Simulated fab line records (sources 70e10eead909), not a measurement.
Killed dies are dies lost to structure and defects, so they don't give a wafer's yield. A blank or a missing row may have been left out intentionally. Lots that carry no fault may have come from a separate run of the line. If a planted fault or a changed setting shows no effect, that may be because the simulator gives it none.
fab line records -- flow nandHarc -- part 2 of 2: steps 33 to 47 of 47
[record] lots = 5, wafers = 15, lastDay = 31
route steps=1302 shown P_GATE@181 P_CONTACT@217
lots untouched by any fault: they come from a run of this same line in which no faults occurred
startH: the number of hours between the record's first day and the start of the first shown wafer of the lot -- waitH: hours elapsed since this lot's preceding step -- " same as the row above -- L1.1+2: a single row standing in for several wafers -- - no value, or no start was given -- * or withheld: withheld -- < > ~ a bound
route shown NAME@n: a module of which the file shows steps, and the number in the route of the first -- usual: mean/standard deviation taken from wafers without a fault -- same: alike in all rows -- chamber/n: place in a boat -- sites: the reading at each site -- _std_site: standard deviation of those values -- _edge_site: the outer-site mean with the inner-site mean subtracted -- radiusMm: for every site, how far away it sits from the centre of the wafer -- mask NAME#n: copy n -- behind: the last tool/chamber to shape the wafer -- hold: reason for holding the lot/hours on hold/outcome of the hold -- device: which transistor (n, p or np) failed to switch -- end of line: the route-end tests of the same wafers -- a step given without rows: its recipe and nothing more -- killed: the dies lost at the first sort to structure and to defects; this is not the yield of the wafer -- map: shows each die of a wafer: x if killed, . if not, _ if none is there
set.NAME: the setting the step ran with; set.NAME@STEP: the setting that earlier step ran with -- model.NAME: the simulator's own value behind a step, which no gauge read
certain route steps with their lots: each step a table, each wafer a row
services: from which hour (startH, from the record's first day; less than 0 if before it) a tool's chamber was out of use, for how many hours, and why
[[steps]]
[step NHARC_P_GATE_RTA_80]
[recipe] tempC = 300, timeS = 30
[usual] lampPowerPct = 2.061/0.0064, lamp_zone_3_pct = 2.061/0.0066, wafer_temp_C_max = 301.03/0.27
lot.wafer,tool,chamber,startH,waitH,lampPowerPct,lamp_zone_3_pct,wafer_temp_C_max
L075.2,rtpAnneal-02,0,118.01,-,2.052,2.051,300.89
L075.3,rtpAnneal-02,0,118.01,-,2.055,2.051,300.95
L075.6,rtpAnneal-02,0,118.01,-,2.052,2.050,301.58
L076.2,rtpAnneal-01,0,132.41,-,2.064,2.063,300.73
L076.3,rtpAnneal-01,0,132.41,-,2.064,2.063,300.80
L076.6,rtpAnneal-01,0,132.41,-,2.065,2.061,300.96
L078.1,rtpAnneal-01,0,152.02,-,2.064,2.062,300.94
L078.4,rtpAnneal-01,0,152.02,-,2.062,2.063,300.78
L078.6,rtpAnneal-01,0,152.02,-,2.066,2.064,301.26
L082.1,rtpAnneal-01,0,201.12,-,2.066,2.065,300.93
L082.2,rtpAnneal-01,0,201.12,-,2.066,2.063,300.66
L082.5,rtpAnneal-01,0,201.12,-,2.063,2.065,300.97
L091.1,rtpAnneal-02,0,280.81,-,2.054,2.055,301.21
L091.4,rtpAnneal-02,0,280.81,-,2.055,2.054,300.44
L091.5,rtpAnneal-02,0,280.81,-,2.056,2.056,301.05
[step NHARC_P_GATE_STRIP_67]
[recipe] timeS = 600, tempC = 130, chemistry = SPM
lot.wafer,tool,chamber,startH,waitH
L075.2+6+3,wetBench-06,"1,3,4",118.19,0.1
L076.6+2+3,wetBench-06,"6,2,3",132.58,0.0
L078.6+1+4,wetBench-05,"7,0,2",152.24,0.0
L082.1+5+2,wetBench-05,"2,4,5",201.32,0.2
L091.1+4+5,wetBench-07,"0,2,4",281.01,0.2
[step NHARC_P_GATE_RTA_82]
[recipe] tempC = 450, timeS = 30
[usual] lampPowerPct = 4.044/0.013, lamp_zone_3_pct = 4.044/0.014, wafer_temp_C_max = 451.6/0.44
lot.wafer,tool,chamber,startH,waitH,lampPowerPct,lamp_zone_3_pct,wafer_temp_C_max
L075.2,rtpAnneal-02,0,118.47,-,4.037,4.034,451.5
L075.3,rtpAnneal-02,0,118.47,-,4.032,4.036,451.7
L075.6,rtpAnneal-02,0,118.47,-,4.038,4.033,451.9
L076.2,rtpAnneal-01,0,132.87,-,4.056,4.066,451.3
L076.3,rtpAnneal-01,0,132.87,-,4.062,4.055,451.5
L076.6,rtpAnneal-01,0,132.87,-,4.070,4.058,451.4
L078.1,rtpAnneal-02,0,152.48,-,4.030,4.031,453.0
L078.4,rtpAnneal-02,0,152.48,-,4.031,4.030,452.6
L078.6,rtpAnneal-02,0,152.48,-,4.024,4.031,452.4
L082.1,rtpAnneal-01,0,201.58,-,4.056,4.058,450.8
L082.2,rtpAnneal-01,0,201.58,-,4.061,4.059,451.4
L082.5,rtpAnneal-01,0,201.58,-,4.053,4.053,451.8
L091.1,rtpAnneal-01,0,281.27,-,4.068,4.066,451.2
L091.4,rtpAnneal-01,0,281.27,-,4.058,4.058,451.1
L091.5,rtpAnneal-01,0,281.27,-,4.062,4.066,451.5
[step NHARC_P_GATE_INSPECT_68]
[usual] rawDefectCount = 223/95
lot.wafer,tool,chamber,startH,waitH,rawDefectCount
L075.2,defectInspect-01,-,118.64,0.1,126
L075.3,defectInspect-01,-,118.64,0.1,172
L075.6,defectInspect-01,-,118.64,0.1,135
L076.2,defectInspect-01,-,133.04,0.1,247
L076.3,defectInspect-01,-,133.04,0.1,456
L076.6,defectInspect-01,-,133.04,0.1,375
L078.1,defectInspect-02,-,152.68,0.2,222
L078.4,defectInspect-02,-,152.68,0.2,140
L078.6,defectInspect-02,-,152.68,0.2,104
L082.1,defectInspect-02,-,201.78,0.2,210
L082.2,defectInspect-02,-,201.78,0.2,156
L082.5,defectInspect-02,-,201.78,0.2,183
L091.1,defectInspect-01,-,281.47,0.2,321
L091.4,defectInspect-01,-,281.47,0.2,283
L091.5,defectInspect-01,-,281.47,0.2,276
[step NHARC_P_CONTACT_DEP_30]
[recipe] targetThkA = 300, tempC = 400, targetThkNm = 30, flowSccm = 200, rfW = 450, material = SiNx
[usual] heaterPowerW = 656/75
lot.wafer,tool,chamber,startH,waitH,heaterPowerW
L075.3,pecvd-01,0,118.75,0.1,724
L075.2,pecvd-01,1,118.75,0.1,546
L075.6,pecvd-01,0,118.75,0.1,695
L076.3,pecvd-02,0,133.14,0.1,572
L076.2,pecvd-02,1,133.14,0.1,762
L076.6,pecvd-02,0,133.14,0.1,580
L078.1,pecvd-02,2,152.79,0.1,617
L078.4,pecvd-02,2,152.79,0.1,621
L078.6,pecvd-02,0,152.79,0.1,589
L082.2,pecvd-03,2,201.85,0.1,644
L082.1,pecvd-03,1,201.85,0.1,684
L082.5,pecvd-03,0,201.85,0.1,572
L091.1,pecvd-01,2,281.57,0.1,753
L091.4,pecvd-01,2,281.57,0.1,742
L091.5,pecvd-01,0,281.57,0.1,742
[step NHARC_P_CONTACT_DEP_00]
[recipe] targetThkA = 5000, tempC = 400, pressureTorr = 6.5, rfW = 900, teosFlowSccm = 161.4, flowSccm = 2650, targetThkNm = 500, gas = O2, material = SiO2
[usual] heaterPowerW = 508/77, throttleValvePct = 16.0/0.49
lot.wafer,tool,chamber,startH,waitH,heaterPowerW,throttleValvePct
L075.3,pecvd-01,0,-,-,601,16.7
L075.2,pecvd-01,1,-,-,437,16.3
L075.6,pecvd-01,0,-,-,617,16.4
L076.3,pecvd-02,0,-,-,397,16.9
L076.2,pecvd-02,1,-,-,505,15.8
L076.6,pecvd-02,0,-,-,420,16.7
L078.1,pecvd-02,2,-,-,435,16.1
L078.4,pecvd-02,2,-,-,471,16.2
L078.6,pecvd-02,0,-,-,446,17.2
L082.2,pecvd-03,2,-,-,607,15.0
L082.1,pecvd-03,1,-,-,632,16.0
L082.5,pecvd-03,0,-,-,491,15.0
L091.1,pecvd-01,2,-,-,589,16.3
L091.4,pecvd-01,2,-,-,616,16.5
L091.5,pecvd-01,0,-,-,604,16.1
[step NHARC_P_CONTACT_CMP_01]
[recipe] targetThkNm = 200, material = SiO2
[usual] motorCurrentA = 11.5/1.1, slurryFlowMlMin = 150.0/0.44
lot.wafer,tool,chamber,startH,waitH,motorCurrentA,slurryFlowMlMin
L075.3,cmp-02,2,119.42,-,11.1,149.4
L075.2,cmp-02,1,119.42,-,11.9,149.8
L075.6,cmp-02,3,119.42,-,9.9,150.1
L076.2,cmp-01,1,133.81,-,13.1,150.2
L076.3,cmp-01,3,133.81,-,9.9,149.8
L076.6,cmp-01,1,133.81,-,12.7,150.8
L078.4,cmp-02,0,153.46,-,9.7,149.8
L078.1,cmp-02,3,153.46,-,10.6,149.5
L078.6,cmp-02,1,153.46,-,12.0,150.1
L082.1,cmp-03,3,202.56,-,11.3,149.0
L082.2,cmp-03,2,202.56,-,12.6,150.4
L082.5,cmp-03,3,202.56,-,11.5,150.5
L091.4,cmp-03,0,282.25,-,10.9,150.4
L091.1,cmp-03,3,282.25,-,11.0,150.3
L091.5,cmp-03,0,282.25,-,10.7,149.6
[step NHARC_P_CONTACT_SRD_03]
lot.wafer,tool,chamber,startH,waitH
L075.6+3+2,wetBench-01,"5,7,2",119.72,0.0
L076.2+6+3,wetBench-02,"5,0,2",134.11,0.0
L078.6+4+1,wetBench-02,"4,0,1",153.75,0.0
L082.1+2+5,wetBench-02,"5,6,7",202.87,0.1
L091.5+4+1,wetBench-02,"4,7,0",282.55,0.0
[step NHARC_P_CONTACT_DEHYDRATE_04]
[recipe] tempC = 150, timeS = 120
lot.wafer,tool,chamber,startH,waitH
L075.2+3+6,lithoTrack-01,0,119.80,0.1
L076.2+3+6,lithoTrack-01,0,134.19,0.1
L078.1+4+6,lithoTrack-06,0,153.83,0.1
L082.1+2+5,lithoTrack-06,0,202.94,0.1
L091.1+4+5,lithoTrack-04,0,282.63,0.1
[step NHARC_P_CONTACT_HMDS_05]
[recipe] timeS = 30
lot.wafer,tool,chamber,startH,waitH
L075.2+3+6,lithoTrack-01,0,-,-
L076.2+3+6,lithoTrack-01,0,-,-
L078.1+4+6,lithoTrack-06,0,-,-
L082.1+2+5,lithoTrack-06,0,-,-
L091.1+4+5,lithoTrack-04,0,-,-
[step NHARC_P_CONTACT_COAT_33]
[recipe] tempC = 260, timeS = 75
lot.wafer,tool,chamber,startH,waitH
L075.2+3+6,lithoTrack-01,0,-,-
L076.2+3+6,lithoTrack-01,0,-,-
L078.1+4+6,lithoTrack-06,0,-,-
L082.1+2+5,lithoTrack-06,0,-,-
L091.1+4+5,lithoTrack-04,0,-,-
[step NHARC_P_CONTACT_COAT_34]
[recipe] tempC = 225, timeS = 65
lot.wafer,tool,chamber,startH,waitH
L075.2+3+6,lithoTrack-01,0,-,-
L076.2+3+6,lithoTrack-01,0,-,-
L078.1+4+6,lithoTrack-06,0,-,-
L082.1+2+5,lithoTrack-06,0,-,-
L091.1+4+5,lithoTrack-04,0,-,-
[step NHARC_P_CONTACT_COAT_06]
[recipe] spinRpm = 1500, resistThkNm = 90
lot.wafer,tool,chamber,startH,waitH
L075.2+3+6,lithoTrack-01,0,-,-
L076.2+3+6,lithoTrack-01,0,-,-
L078.1+4+6,lithoTrack-06,0,-,-
L082.1+2+5,lithoTrack-06,0,-,-
L091.1+4+5,lithoTrack-04,0,-,-
[step NHARC_P_CONTACT_SOFTBAKE_07]
[recipe] tempC = 105, timeS = 55
lot.wafer,tool,chamber,startH,waitH
L075.2+3+6,lithoTrack-01,0,-,-
L076.2+3+6,lithoTrack-01,0,-,-
L078.1+4+6,lithoTrack-06,0,-,-
L082.1+2+5,lithoTrack-06,0,-,-
L091.1+4+5,lithoTrack-04,0,-,-
[step NHARC_P_CONTACT_EBR_08]
lot.wafer,tool,chamber,startH,waitH
L075.2+3+6,lithoTrack-01,0,-,-
L076.2+3+6,lithoTrack-01,0,-,-
L078.1+4+6,lithoTrack-06,0,-,-
L082.1+2+5,lithoTrack-06,0,-,-
L091.1+4+5,lithoTrack-04,0,-,-
[[services]]
tool,chamber,startH,hours,kind
lithoTrack-03,-,100.00,7.0,pm
pvdSputter-02,-,104.00,10.0,pm
lithoTrack-05,-,124.00,7.0,pm
implanter-01,-,125.85,3.8,repair
lithoTrack-01,-,155.00,7.0,pm
plasmaAsher-01,-,156.53,3.6,repair
wetBench-07,-,160.00,8.0,pm
wetBench-06,-,164.85,2.5,repair
plasmaAsher-01,-,165.00,9.0,pm
krfScanner-04,-,167.78,2.4,repair
pvdSputter-03,-,170.00,10.0,pm
pvdSputter-01,-,170.39,7.5,repair
lithoTrack-06,-,179.00,7.0,pm
implanter-01,-,179.94,2.0,repair
krfScanner-04,-,182.00,4.0,pm
wetBench-06,-,193.60,8.0,pm
lithoTrack-04,-,203.00,7.0,pm
krfScanner-04,-,209.80,0.4,repair
pvdSputter-01,-,226.02,10.0,pm
lithoTrack-02,-,227.00,7.0,pm
plasmaAsher-02,-,249.05,9.0,pm
wetBench-05,-,260.80,8.0,pm
lithoTrack-03,-,275.00,7.0,pm
implanter-01,-,275.92,2.0,repair
